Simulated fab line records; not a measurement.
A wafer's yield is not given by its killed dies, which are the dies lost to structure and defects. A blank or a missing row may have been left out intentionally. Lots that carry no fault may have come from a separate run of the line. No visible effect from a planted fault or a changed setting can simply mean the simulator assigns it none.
fab line records -- flow n5-finfet
[record] lots = 5, wafers = 13, last-day = 18
route steps=1938 shown HKMG_FIN@461 GATE_CUT@465 MOL_CONTACT_COAG@560 PASSIVATION@1936
lots that met no fault: from a run of the same line without faults
start-h: start of the lot's first displayed wafer, in hours after the record's first day -- wait-h: time in hours since the lot's previous step -- " unchanged from the row above -- L1.1+2: a single row standing in for several wafers -- - no value present, or no start provided -- * or withheld: withheld -- < > ~ a bound
route shown NAME@n: a module of which the file shows steps, and the number in the route of the first -- usual: mean/standard deviation of fault-free wafers -- same: alike in all rows -- chamber/n: place in a boat -- sites: readings site by site -- _std_site: the standard deviation of these -- _edge_site: mean of outer sites minus mean of inner sites -- radius-mm: for every site, how far away it sits from the centre of the wafer -- mask NAME#n: copy n -- behind: the tool/chamber that last shaped the wafer -- hold: what put the lot on hold/how long, in hours/how the hold closed -- device: the n, p or np transistor that did not switch -- end of line: the tests these same wafers got at the end of their route -- for a step that has no rows: nothing shown but its recipe -- killed: at the first sort, the dies lost to defects and structure; wafer yield is something else -- map: per-die view of a wafer (x killed, . not killed, _ where there is no die)
set.NAME: the setting that was run; set.NAME@STEP: the one run at that earlier step -- model.NAME: the simulator's own value behind a step, which no gauge read
lots seen at some steps along the route; tables by step, rows by wafer
services: the hour from which a tool's chamber was out of use, counted from the record's first day as start-h (under 0 if before that day), plus the number of hours and why
[[steps]]
[step N5_HKMG_FIN_CMP_23]
[recipe] stop-on = SiNx, t-overpolish-s = 10, post-cmp-clean = rinse-only, down-force-psi = 4, platen-rpm = 50.289, pad-velocity-m-s = 1.0006, target-thk-nm = 46.326
[step N5_HKMG_FIN_CMP_94]
[recipe] stop-on = SiNx, post-cmp-clean = w-dilute-nh4oh, t-overpolish-s = 4.7, down-force-psi = 4, platen-rpm = 50.289, pad-velocity-m-s = 1.0006, target-thk-nm = 43.299
[step N5_GATE_CUT_ETCHBACK_00]
[recipe] chemistry = SF6/Cl2, target = W, pressure-mtorr = 8, icp-w = 900, bias-w = 80, SF6_flow_sccm = 40, Cl2_flow_sccm = 60
[step N5_GATE_CUT_ETCH_56]
[recipe] chemistry = Cl2/Ar, target = TiN, target-depth-a = 216, pressure-mtorr = 10, icp-w = 600, bias-w = 60, Cl2_flow_sccm = 40, Ar_flow_sccm = 60
[step N5_GATE_CUT_ETCHBACK_30]
[recipe] chemistry = Cl2/Ar, target = TiN, target-depth-a = 30, mode = isotropic, pressure-mtorr = 10, icp-w = 600, bias-w = 60, Cl2_flow_sccm = 40, Ar_flow_sccm = 60
[step N5_GATE_CUT_VAPOR_ETCH_60]
[recipe] chemistry = BCl3/Cl2, target = HfO2, mode = isotropic
[step N5_GATE_CUT_ETCH_58]
[recipe] chemistry = CH3F/O2, target = SiNx, target-depth-a = 170, time-s = 128.6, ion-energy-ev = 50, pressure-mtorr = 30, source-w = 415, bias-w = 21, Ar_flow_sccm = 150, CH3F_flow_sccm = 30, O2_flow_sccm = 20
[step N5_GATE_CUT_STRIP_59]
[recipe] chemistry = N2/H2, time-s = 20, power-w = 100, temp-c = 40, pressure-mtorr = 100, rf-frequency-hz = 6e+07, bias-power-w = 3, n2-flow-sccm = 300, h2-flow-sccm = 300
[step N5_GATE_CUT_PRECLEAN_31]
[recipe] temp-c = 23, chemistry = DIW, time-s = 300
[step N5_GATE_CUT_SRD_32]
[recipe] time-s = 30, temp-c = 23, rinse-liquid = diw, dry = ipa-marangoni
[step N5_GATE_CUT_SAC_CAP_01]
[recipe] material = SiNx, target-thk-a = 240, temp-c = 400, ald-precursor-family = SiH2I2, ald-co-reactant = N2/H2-plasma, pulse-time-s = 1, ald-cycles = 480, purge-time-s = 2, co-reactant-purge-time-s = 2, pressure-torr = 2
[usual] ald-cycles = 480/0, chamber-pressure-Torr = 2.000/0.0045, heater-power-outer-w = 507/42, heater-power-w = 813/60, precursor-pulse-height-rel = 0.999/0.02
lot.wafer,tool,chamber,start-h,wait-h,ald-cycles,chamber-pressure-Torr,heater-power-outer-w,heater-power-w,precursor-pulse-height-rel,model.SiNx_of_GATE_CUT_SAC_CAP_01.thk-nm
L405.4,ald-sin-02,3,149.25,1.1,480,2.002,443,764,1.017,23.8
L405.5,ald-sin-02,0,149.25,1.1,480,2.001,507,801,0.996,23.8
L405.6,ald-sin-02,2,149.25,1.1,480,1.998,552,921,1.011,24
L414.1,ald-sin-02,2,201.23,0.0,480,2.006,559,927,1.011,24
L414.4,ald-sin-02,1,201.23,0.0,358,2.006,524,792,1.023,18
L414.6,ald-sin-02,0,202.31,1.1,480,1.996,507,816,1.005,23.8
L415.2,ald-sin-02,3,207.28,1.0,480,2.001,449,752,1.019,23.8
L415.3,ald-sin-02,1,207.28,1.0,358,2.003,548,779,0.993,18
L416.2,ald-sin-02,3,221.31,0.4,480,2.000,446,746,0.978,24
L416.3,ald-sin-02,0,221.31,0.4,358,1.997,517,813,0.941,17.8
L417.1,ald-sin-01,2,226.20,0.6,480,1.995,493,827,0.958,24
L417.3,ald-sin-01,0,226.20,0.6,480,1.995,445,766,1.025,24
L417.4,ald-sin-01,1,226.20,0.6,480,1.998,598,907,1.006,23.8
[step N5_GATE_CUT_PECVD_57]
[recipe] material = SiNx, target-thk-a = 210, temp-c = 400, precursor = SiH4/NH3/N2, pressure-torr = 1.5, rf-w = 300
[step N5_GATE_CUT_CMP_02]
[recipe] stop-on = SiO2, t-overpolish-s = 12.7, post-cmp-clean = alkaline-brush, down-force-psi = 2.5, platen-rpm = 51.8, pad-velocity-m-s = 1.0307, target-thk-nm = 0
[step N5_GATE_CUT_HM_DEP_46]
[recipe] material = SiO2, target-thk-a = 1300, temp-c = 400, precursor = TEOS/O2, pressure-torr = 6.5, rf-w = 900, teos-flow-sccm = 161.4, gas = O2, flow-sccm = 2650, time-s = 26.6
[step N5_GATE_CUT_COAT_34]
[recipe] resist = SOC, temp-c = 250, time-s = 60, spin-rpm = 1500, resist-thk-nm = 60
[step N5_GATE_CUT_COAT_35]
[recipe] resist = SiARC, temp-c = 220, time-s = 60, spin-rpm = 1500, resist-thk-nm = 10
[step N5_GATE_CUT_COAT_27]
[recipe] resist = underlayer, temp-c = 205, time-s = 60, spin-rpm = 1500, resist-thk-nm = 10
[step N5_GATE_CUT_COAT_07]
[recipe] resist = CAR-EUV, spin-rpm = 1500, resist-thk-nm = 30
[step N5_GATE_CUT_EBR_09]
[recipe] solvent = PGMEA, ebr-width-mm = 1.5
[step N5_GATE_CUT_SOFTBAKE_08]
[recipe] temp-c = 110, time-s = 60, resist = CAR-EUV
[step N5_GATE_CUT_EXPOSE_10]
[recipe] mask-id = GATE_CUT, na = 0.33, source-shape = annular, sigma-inner = 0.35, sigma-outer = 0.8, polarization = unpolarized, target-cd-nm = 20, dose-mj = 43.25
[step N5_GATE_CUT_PEB_11]
[recipe] peb-temp-c = 100, peb-time-s = 60, resist = CAR-EUV
[step N5_GATE_CUT_DEVELOP_12]
[recipe] develop-time-s = 30, developer = TMAH, resist = CAR-EUV, rinse-liquid = surfactant-rinse, dry = air-spin, dev-temp-c = 23
[step N5_GATE_CUT_DESCUM_18]
[recipe] chemistry = O2, time-s = 7, source-power-w = 50, bias-power-w = 20, pressure-mtorr = 20, rf-frequency-hz = 2.712e+07, temp-c = 40, resist = CAR-EUV, o2-flow-sccm = 225
[step N5_GATE_CUT_ETCH_28]
[recipe] chemistry = N2/H2, target = underlayer, target-depth-a = 130, mask-material = CAR-EUV, time-s = 10.4, ion-energy-ev = 200, pressure-mtorr = 30, source-w = 840, bias-w = 150, n2-flow-sccm = 200, h2-flow-sccm = 200, ends = cleared
[step N5_GATE_CUT_ETCH_36]
[recipe] chemistry = CF4, target = SiARC, target-depth-a = 130, mask-material = CAR-EUV, time-s = 21.7, ion-energy-ev = 80, pressure-mtorr = 40, source-w = 545, bias-w = 36, Ar_flow_sccm = 100, cf4-flow-sccm = 100, ends = cleared
[step N5_GATE_CUT_ETCH_37]
[recipe] chemistry = N2/H2, target = SOC, target-depth-a = 600, overetch-a = 120, mask-material = SiARC, temp-c = 40, time-s = 90, ion-energy-ev = 200, pressure-mtorr = 30, source-w = 840, bias-w = 150, n2-flow-sccm = 200, h2-flow-sccm = 200
[step N5_GATE_CUT_STRIP_38]
[recipe] chemistry = N2/H2, temp-c = 40, n2-flow-sccm = 200, h2-flow-sccm = 200, rf-frequency-hz = 6e+07
[step N5_GATE_CUT_STRIP_39]
[recipe] chemistry = N2/H2, temp-c = 40, n2-flow-sccm = 200, h2-flow-sccm = 200, rf-frequency-hz = 6e+07
[step N5_GATE_CUT_HM_OPEN_40]
[recipe] chemistry = C4F6/O2, target = SiO2, mask-material = SiARC, target-depth-a = 1390, time-s = 85.1, ion-energy-ev = 250, pressure-mtorr = 30, source-w = 345, bias-w = 185, Ar_flow_sccm = 300, C4F6_flow_sccm = 10, O2_flow_sccm = 10, ends = cleared
[step N5_GATE_CUT_STRIP_41]
[recipe] chemistry = CF4, resist = SiARC, power-w = 300, bias-power-w = 75, pressure-mtorr = 50, cf4-flow-sccm = 150, rf-frequency-hz = 6e+07
[step N5_GATE_CUT_STRIP_42]
[recipe] chemistry = O2, power-w = 400, temp-c = 40, pressure-mtorr = 30, rf-frequency-hz = 6e+07, bias-power-w = 0, overash-fraction = 0.3, o2-flow-sccm = 225
[step N5_GATE_CUT_ETCH_19]
[recipe] chemistry = CH3F/O2, target = SiNx, mask-material = SiO2, target-depth-a = 537, time-s = 76.7, pressure-mtorr = 30, source-w = 395, bias-w = 73, Ar_flow_sccm = 150, CH3F_flow_sccm = 30, O2_flow_sccm = 20, ion-energy-ev = 120, ends = cleared
[step N5_GATE_CUT_CUT_ETCH_53]
[recipe] chemistry = SF6/Cl2, target = W, mask-material = SiO2, target-depth-a = 792, pressure-mtorr = 8, icp-w = 900, bias-w = 80, SF6_flow_sccm = 40, Cl2_flow_sccm = 60, ends = cleared
[step N5_GATE_CUT_CUT_ETCH_54]
[recipe] chemistry = Cl2/BCl3, target = TiN, mask-material = SiO2, target-depth-a = 967, pressure-mtorr = 10, icp-w = 1000, bias-w = 126, Cl2_flow_sccm = 53.25, bcl3-flow-sccm = 21.75, Ar_flow_sccm = 25, ends = cleared
[step N5_GATE_CUT_CUT_ETCH_55]
[recipe] chemistry = BCl3, target = HfO2, mask-material = SiO2, target-depth-a = 32, ion-energy-ev = 30, pressure-mtorr = 5, icp-w = 450, bias-w = 18, bcl3-flow-sccm = 80
[step N5_MOL_CONTACT_COAG_CMP_28]
[recipe] stop-on = SiNx, t-overpolish-s = 0.85, post-cmp-clean = alkaline-brush, down-force-psi = 4.15, platen-rpm = 51.8, pad-velocity-m-s = 1.0307, target-thk-nm = 14.522
[usual] motor-current-A = 12.5/1.4, time-to-endpoint-s = 4.4/2.3
lot.wafer,tool,chamber,start-h,wait-h,motor-current-A,time-to-endpoint-s,model.SiNx_of_GATE_CUT_SAC_CAP_01.thk-nm
L405.4,cmp-01,0,164.98,0.9,10.7,5.8,17.8
L405.6,cmp-01,2,164.98,0.9,12.6,0.1,18
L405.5,cmp-01,3,164.98,0.9,14.9,4.6,17.8
L414.4,cmp-03,1,218.87,0.9,12.4,1.7,13.4
L414.1,cmp-03,2,218.87,0.9,12.9,6.4,17.8
L414.6,cmp-03,0,218.87,0.9,14.7,6.2,17.8
L415.2,cmp-03,2,223.49,0.8,13.0,9.8,17.8
L415.3,cmp-03,3,223.49,0.8,12.8,8.1,13.4
L416.2,cmp-01,2,237.49,0.8,13.0,4.7,17.8
L416.3,cmp-01,0,237.49,0.8,10.7,7.0,13.2
L417.4,cmp-01,1,242.39,0.8,10.4,5.0,17.8
L417.3,cmp-01,2,242.39,0.8,12.9,2.4,17.8
L417.1,cmp-01,3,242.39,0.8,13.3,7.3,18
[step N5_MOL_CONTACT_COAG_THK_MEAS_29]
[recipe] reads = SiNx_of_GATE_CUT_PECVD_57+SiNx_of_GATE_CUT_SAC_CAP_01
[usual] MD_CAP_THK = 17.92/0.11
lot.wafer,tool,chamber,start-h,wait-h,MD_CAP_THK[nm]
L405.4,film-metro-02,-,165.21,-,17.82
L405.5,film-metro-02,-,165.21,-,17.75
L405.6,film-metro-02,-,165.21,-,17.92
L414.1,film-metro-02,-,219.09,-,17.92
L414.4,film-metro-02,-,219.09,-,13.43
L414.6,film-metro-02,-,219.09,-,17.78
L415.2,film-metro-01,-,223.74,-,17.76
L415.3,film-metro-01,-,223.74,-,13.43
L416.2,film-metro-01,-,237.74,-,17.89
L416.3,film-metro-01,-,237.74,-,13.31
L417.1,film-metro-01,-,242.68,-,17.95
L417.3,film-metro-01,-,242.68,-,17.84
L417.4,film-metro-01,-,242.68,-,17.75
[step N5_MOL_CONTACT_COAG_ETCH_47]
[recipe] chemistry = CH3F/O2, target = SiNx, target-depth-a = 270, mask-material = SiO2, stop-on = W, over-etch-frac = 0.2, ion-energy-ev = 120, endpoint = OES-CN, pressure-mtorr = 30, source-w = 395, bias-w = 73, Ar_flow_sccm = 150, CH3F_flow_sccm = 30, O2_flow_sccm = 20, ends = end-point
[usual] CH3F_flow_sccm = 29.99/0.093, drypump-motor-current-A = 5.4/0.48, etch-rf-on-time-s = 31.3/0.95, oes-product-au = 0.72/0.059, rf-vpp-V = 300/5.7, showerhead-plenum-p-Torr = 2.04/0.072, throttle-valve-pct = 16.32/0.21
lot.wafer,tool,chamber,start-h,wait-h,CH3F_flow_sccm,drypump-motor-current-A,etch-rf-on-time-s,oes-product-au,rf-hours-counter-h,rf-vpp-V,showerhead-plenum-p-Torr,throttle-valve-pct,model.etch.t-clear-s,model.MOL_CONTACT_COAG.feature-depth-nm,model.etch.depth-nm
L405.4,rie-diel-05,0,168.18,0.0,30.08,5.4,30.0,0.80,48,294,1.95,16.38,25.02,18.4,17.8
L405.5,rie-diel-05,2,168.18,0.0,29.96,5.1,32.2,0.61,-,300,2.04,16.34,26.82,18.2,17.73
L405.6,rie-diel-05,3,168.18,0.0,30.14,5.1,31.0,0.75,-,305,2.02,16.35,25.79,18.4,17.91
L414.1,rie-diel-01,3,220.79,0.0,29.89,5.7,32.0,0.66,134,296,2.01,16.68,26.64,18.4,17.88
L414.4,rie-diel-01,0,220.79,0.0,30.24,6.0,22.6,0.88,3,308,2.11,16.03,18.83,13.8,13.41
L414.6,rie-diel-01,3,220.79,0.0,29.89,5.7,31.6,0.66,-,293,2.01,16.67,26.3,18.4,17.76
L415.2,rie-diel-05,0,225.32,0.0,29.89,5.4,29.6,0.78,71,294,1.94,16.43,24.71,18.4,17.77
L415.3,rie-diel-05,2,225.32,0.0,29.93,5.2,22.9,0.86,5,299,2.04,15.89,19.12,13.8,13.41
L416.2,rie-diel-05,0,239.49,0.0,30.11,5.4,29.9,0.77,77,292,1.94,16.43,24.95,18.6,17.9
L416.3,rie-diel-05,3,239.49,0.0,30.01,5.1,23.0,0.73,104,305,2.01,16.39,19.15,13.8,13.28
L417.1,rie-diel-01,2,245.18,0.0,29.91,5.2,32.3,0.68,110,303,2.00,15.99,26.94,18.6,17.94
L417.3,rie-diel-01,3,245.18,0.0,30.09,5.8,31.5,0.66,144,296,2.01,16.71,26.29,18.4,17.87
L417.4,rie-diel-01,0,245.18,0.0,30.15,6.0,29.8,0.86,13,311,2.11,16.07,24.83,18.4,17.76
[step N5_PASSIVATION_PROBE_49]
[usual] killed_at_M0_to_M3 = 34/10, killed_at_M4_up = 13/5.4, killed-at-contacts = 13/6, killed-at-front-end = 42/13, killed-at-other = 4/3.2, killed-dies = 107/18, killed-open = 69/14, killed-short = 35/7.7
[same] gross-dies = 1180, killed-at-back-side = 0
lot.wafer,tool,chamber,start-h,wait-h,killed_at_M0_to_M3,killed_at_M4_up,killed-at-contacts,killed-at-front-end,killed-at-other,killed-dies,killed-open,killed-short
L414.1,prober-01,-,394.90,0.0,20,8,12,69,12,121,72,38
L414.4,prober-01,-,395.05,0.2,15,11,14,52,1,93,60,26
L414.6,prober-01,-,395.15,0.3,39,9,12,37,4,101,66,34
// killed by level:class
L414.1 FIN_SAQP:geometric-particle:open=23 FIN_SAQP:geometric-particle:short=21 MOL_CONTACT_COAG:geometric-particle:open=11 PASSIVATION:area-etch=10 BEOL_M3:geometric-particle:open=7 DUMMY_GATE:geometric-particle:open=6 STI_FIN_REVEAL:geometric-particle:open=4 SPACER0:geometric-particle:open=4
L414.4 FIN_SAQP:geometric-particle:open=13 MOL_CONTACT_COAG:geometric-particle:open=9 FIN_SAQP:geometric-particle:short=8 STI_FIN_REVEAL:geometric-particle:open=7 FIN_CUT:area-etch=6 DUMMY_GATE:geometric-particle:open=5 MOL_CONTACT_COAG:geometric-particle:short=5 BEOL_M0_SAQP:geometric-particle:open=4
L414.6 BEOL_M0_SAQP:geometric-particle:short=13 FIN_SAQP:geometric-particle:open=12 MOL_CONTACT_COAG:geometric-particle:open=10 BEOL_M3:geometric-particle:open=9 FIN_SAQP:geometric-particle:short=6 STI_FIN_REVEAL:geometric-particle:open=6 BEOL_M0:geometric-particle:open=6 BEOL_M0_SAQP:geometric-particle:open=5
[[services]]
tool,chamber,start-h,hours,kind
ald-sin-02,1,144.57,6.7,repair
cmp-01,-,147.64,1.0,repair
rie-diel-05,2,159.38,5.2,repair
ald-sin-01,-,163.46,6.0,pm
rie-diel-05,2,185.33,-,clean
rie-diel-05,2,185.33,-,consumable-replace:focus-ring
rie-diel-05,2,185.33,22.6,scheduled-down
rie-diel-05,2,185.33,22.6,vent-cycle
ald-sin-01,2,186.19,5.7,repair
rie-diel-01,0,194.65,-,clean
rie-diel-01,0,194.65,-,consumable-replace:focus-ring
rie-diel-01,0,194.65,-,consumable-replace:showerhead
rie-diel-01,0,194.65,18.3,scheduled-down
rie-diel-01,0,194.65,18.3,vent-cycle
cmp-01,-,195.35,3.5,repair
cmp-01,-,228.23,0.9,repair
cmp-01,-,230.09,1.5,repair
ald-sin-02,2,231.91,6.0,repair
[[key]]
[first-sign] step = N5_GATE_CUT_SAC_CAP_01, reading = ald-cycles, direction = down, sigmas = 99+, usual = *, struck = *
[effect] step = N5_MOL_CONTACT_COAG_THK_MEAS_29, reading = MD_CAP_THK, direction = down, sigmas = 42, usual = 17.92, struck = 13.39
[effect] step = N5_MOL_CONTACT_COAG_ETCH_47, reading = etch-rf-on-time-s, direction = down, sigmas = 8.8, usual = *, struck = *
[model-effect] step = N5_GATE_CUT_SAC_CAP_01, value = SiNx_of_GATE_CUT_SAC_CAP_01.thk-nm, without = 23.93, struck = 17.93
[model-effect] step = N5_MOL_CONTACT_COAG_CMP_28, value = SiNx_of_GATE_CUT_SAC_CAP_01.thk-nm, without = 17.93, struck = 13.33
[model-effect] step = N5_MOL_CONTACT_COAG_ETCH_47, value = etch.t-clear-s, without = 25.51, struck = 19.03
met-at N5_GATE_CUT_SAC_CAP_01
struck-wafers L414.4,L415.3,L416.3
tester-left-out L414,L415,L416
[baseline-loss] step = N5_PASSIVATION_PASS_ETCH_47, wafers = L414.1
onset-between 149.25 201.23
[fault] kind = process-parameter-drift, tool = ald-sin-02, chamber = -, onset-h = 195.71, steps = N5_GATE_CUT_SAC_CAP_01, channel = ald-cycles, offset = *, shape = step, end-h = 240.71, scope = struck-wafers-only, acts-in = *, stated = *
// tester-left-out: of these lots the tester's yield and bins aren't shown, on N5 and GAA mostly nor the transistor test; their killed dies are dies lost to structure and defects alone, not to doping, threshold or leakage, so they don't give the yield
// baseline-loss: these wafers lose ten dies or more at that step, a loss of the line's own and not of a fault; the sort's usual values leave them out
